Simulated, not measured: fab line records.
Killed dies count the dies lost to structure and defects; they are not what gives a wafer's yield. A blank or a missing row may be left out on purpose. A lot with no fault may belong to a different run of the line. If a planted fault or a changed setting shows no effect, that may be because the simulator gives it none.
Split-lot study :: flow n5Finfet :: on a route of 1938 steps: 7 lots, 21 wafers read

## THE SPLIT
At N5_BEOL_M7_EXPOSE_08 (exposes mask M7), the setting doseMj was moved away from the recipe's 68.25 on 10 of the 21 wafers read, by -5.3% to +3.8%. All remaining wafers had this setting at the recipe value.

## FROM THE SPLIT TO THE READING: what the file shows between them, 15 steps
- N5_BEOL_M7_PEB_09: peb time 60 s
- N5_BEOL_M7_DEVELOP_10: develop time 30 s
- N5_BEOL_M7_CD_MEAS_11: target cd 38.5 nm
- N5_BEOL_M7_DESCUM_16: chemistry O2, time 7.9 s
- N5_BEOL_M7_ETCH_61: etches SiARC in CF4, target depth 45.5 nm, time 75.8 s
- N5_BEOL_M7_ETCH_62: etches SOC in N2/H2, target depth 110 nm, overetch 22 nm, time 165 s
- N5_BEOL_M7_STRIP_68: strips in N2/H2
- N5_BEOL_M7_STRIP_67: strips in CF4
- N5_BEOL_M7_HM_OPEN_17: chemistry Cl2/BCl3, target TiN, target depth 20 nm, overetch 6 nm
- N5_BEOL_M7_STRIP_19: strips in O2
- N5_BEOL_M7_CD_MEAS_18: pitch 80 nm, target cd 40 nm
- N5_BEOL_M7_COAT_63: time 60 s, resist thk 60 nm
- N5_BEOL_M7_COAT_64: time 60 s, resist thk 12 nm
- N5_BEOL_M7_PRECLEAN_42: cleans in residue remover, time 60 s
- N5_BEOL_M7_SRD_43: time 30 s

## THE READING
cdNm, in nm, at N5_BEOL_M7_CD_MEAS_35 (target cd 40 nm). Fault-free wafers of this fab line usually give 40.2 nm, standard deviation 0.64 nm.

wafer: L074.2
tool, chamber at the split: arfiScanner-02, 0
doseMj as run: 68.25
against the recipe: recipe
cdNm, nm: 39.5
against lot-mates on the recipe: -

wafer: L074.3
tool, chamber at the split: arfiScanner-02, 0
doseMj as run: 68.25
against the recipe: recipe
cdNm, nm: 39.8
against lot-mates on the recipe: -

wafer: L074.4
tool, chamber at the split: arfiScanner-02, 0
doseMj as run: 68.25
against the recipe: recipe
cdNm, nm: 40.1
against lot-mates on the recipe: -

wafer: L079.3
tool, chamber at the split: arfiScanner-01, 0
doseMj as run: 68.25
against the recipe: recipe
cdNm, nm: 40.5
against lot-mates on the recipe: -

wafer: L079.4
tool, chamber at the split: arfiScanner-01, 0
doseMj as run: 68.25
against the recipe: recipe
cdNm, nm: 40.5
against lot-mates on the recipe: -

wafer: L079.5
tool, chamber at the split: arfiScanner-01, 0
doseMj as run: 68.25
against the recipe: recipe
cdNm, nm: 40.9
against lot-mates on the recipe: -

wafer: L081.1
tool, chamber at the split: arfiScanner-02, 0
doseMj as run: 70.35
against the recipe: +3.1%
cdNm, nm: 42.1
against lot-mates on the recipe: +2.3

wafer: L081.3
tool, chamber at the split: arfiScanner-02, 0
doseMj as run: 68.25
against the recipe: recipe
cdNm, nm: 39.8
against lot-mates on the recipe: -

wafer: L081.5
tool, chamber at the split: arfiScanner-02, 0
doseMj as run: 70.35
against the recipe: +3.1%
cdNm, nm: 41.9
against lot-mates on the recipe: +2.1

wafer: L082.1
tool, chamber at the split: arfiScanner-01, 0
doseMj as run: 70.69
against the recipe: +3.6%
cdNm, nm: 42.8
against lot-mates on the recipe: +2.0

wafer: L082.2
tool, chamber at the split: arfiScanner-01, 0
doseMj as run: 68.25
against the recipe: recipe
cdNm, nm: 40.8
against lot-mates on the recipe: -

wafer: L082.4
tool, chamber at the split: arfiScanner-01, 0
doseMj as run: 70.69
against the recipe: +3.6%
cdNm, nm: 42.5
against lot-mates on the recipe: +1.7

wafer: L083.2
tool, chamber at the split: arfiScanner-03, 0
doseMj as run: 68.25
against the recipe: recipe
cdNm, nm: 41.1
against lot-mates on the recipe: -

wafer: L083.4
tool, chamber at the split: arfiScanner-03, 0
doseMj as run: 70.71
against the recipe: +3.6%
cdNm, nm: 42.3
against lot-mates on the recipe: +1.2

wafer: L083.5
tool, chamber at the split: arfiScanner-03, 0
doseMj as run: 70.71
against the recipe: +3.6%
cdNm, nm: 41.9
against lot-mates on the recipe: +0.8

wafer: L087.2
tool, chamber at the split: arfiScanner-01, 0
doseMj as run: 68.25
against the recipe: recipe
cdNm, nm: 40.3
against lot-mates on the recipe: -

wafer: L087.4
tool, chamber at the split: arfiScanner-01, 0
doseMj as run: 70.85
against the recipe: +3.8%
cdNm, nm: 42.1
against lot-mates on the recipe: +1.8

wafer: L087.5
tool, chamber at the split: arfiScanner-01, 0
doseMj as run: 70.85
against the recipe: +3.8%
cdNm, nm: 42.3
against lot-mates on the recipe: +2.0

wafer: L097.1
tool, chamber at the split: arfiScanner-03, 0
doseMj as run: 64.62
against the recipe: -5.3%
cdNm, nm: 38.1
against lot-mates on the recipe: -2.2

wafer: L097.3
tool, chamber at the split: arfiScanner-03, 0
doseMj as run: 64.62
against the recipe: -5.3%
cdNm, nm: 38.0
against lot-mates on the recipe: -2.3

wafer: L097.6
tool, chamber at the split: arfiScanner-03, 0
doseMj as run: 68.25
against the recipe: recipe
cdNm, nm: 40.3
against lot-mates on the recipe: -

THE FIT
A straight line over all 21 wafers: cdNm changes by +0.489 nm for each +1% of doseMj; r = +0.95; the points scatter about the line by 0.42 nm.
The same after taking each lot's own level away (the mean of its wafers on the recipe; 21 wafers): +0.456 nm for each +1%; r = +0.96; scatter 0.37 nm.
According to that fit, moving doseMj by its largest amount changes the reading by 2.4 nm.
From 39.80 to 41.10 nm: that is the span of the lots' own levels, equal to 2.0 times the standard deviation above.
The two slopes are in agreement: the lot-to-lot level therefore moves the slope only a little.
Check: for one of the wafers moved furthest among these (-5.3%), held out of the fit, the line's prediction against its lot-mates is -2.43 nm. Against them it came out at -2.2 nm.

## ADDITIONAL SPLITS CARRIED BY THESE WAFERS
Other splits were also applied to these wafers ahead of the reading. Each is held against what the fit with the lots' levels taken away leaves over:
other split on the same wafers: N5_BEOL_M5_ETCH_72 biasW
wafers away from the commonest value: 6
r with cdNm (lot level and that fit taken away): -0.05

other split on the same wafers: N5_BEOL_M6_EXPOSE_25 doseMj
wafers away from the commonest value: 3
r with cdNm (lot level and that fit taken away): -0.16

other split on the same wafers: N5_BEOL_M7_COAT_59 spinRpm
wafers away from the commonest value: 7
r with cdNm (lot level and that fit taken away): -0.04

## THE WHOLE CHAIN: every reading that the file lists as answering this split, in the file's order
step: N5_BEOL_M7_CD_MEAS_11
what it does: target cd 38.5 nm
reading: cdNm
change (the file's fit): +0.446 nm for each +1% of the setting
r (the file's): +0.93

step: N5_BEOL_M7_ETCH_61
what it does: etches SiARC in CF4, target depth 45.5 nm, time 75.8 s
reading: BEOL_M7.cdOffsetNm (the simulator's own value, which no gauge read)
change (the file's fit): +0.484 nm for each +1% of the setting
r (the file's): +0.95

step: N5_BEOL_M7_ETCH_62
what it does: etches SOC in N2/H2, target depth 110 nm, overetch 22 nm, time 165 s
reading: BEOL_M7.cdOffsetNm (the simulator's own value, which no gauge read)
change (the file's fit): +0.469 nm for each +1% of the setting
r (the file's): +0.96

step: N5_BEOL_M7_HM_OPEN_17
what it does: chemistry Cl2/BCl3, target TiN, target depth 20 nm, overetch 6 nm
reading: BEOL_M7.cdOffsetNm (the simulator's own value, which no gauge read)
change (the file's fit): +0.464 nm for each +1% of the setting
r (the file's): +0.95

step: N5_BEOL_M7_CD_MEAS_18
what it does: pitch 80 nm, target cd 40 nm
reading: cdNm
change (the file's fit): +0.494 nm for each +1% of the setting
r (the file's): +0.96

step: N5_BEOL_M7_CD_MEAS_35
what it does: target cd 40 nm
reading: cdNm
change (the file's fit): +0.46 nm for each +1% of the setting
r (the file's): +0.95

## THE FILE'S OWN FIT
cdNm changes by +0.46 nm for each +1% of doseMj, r = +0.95.
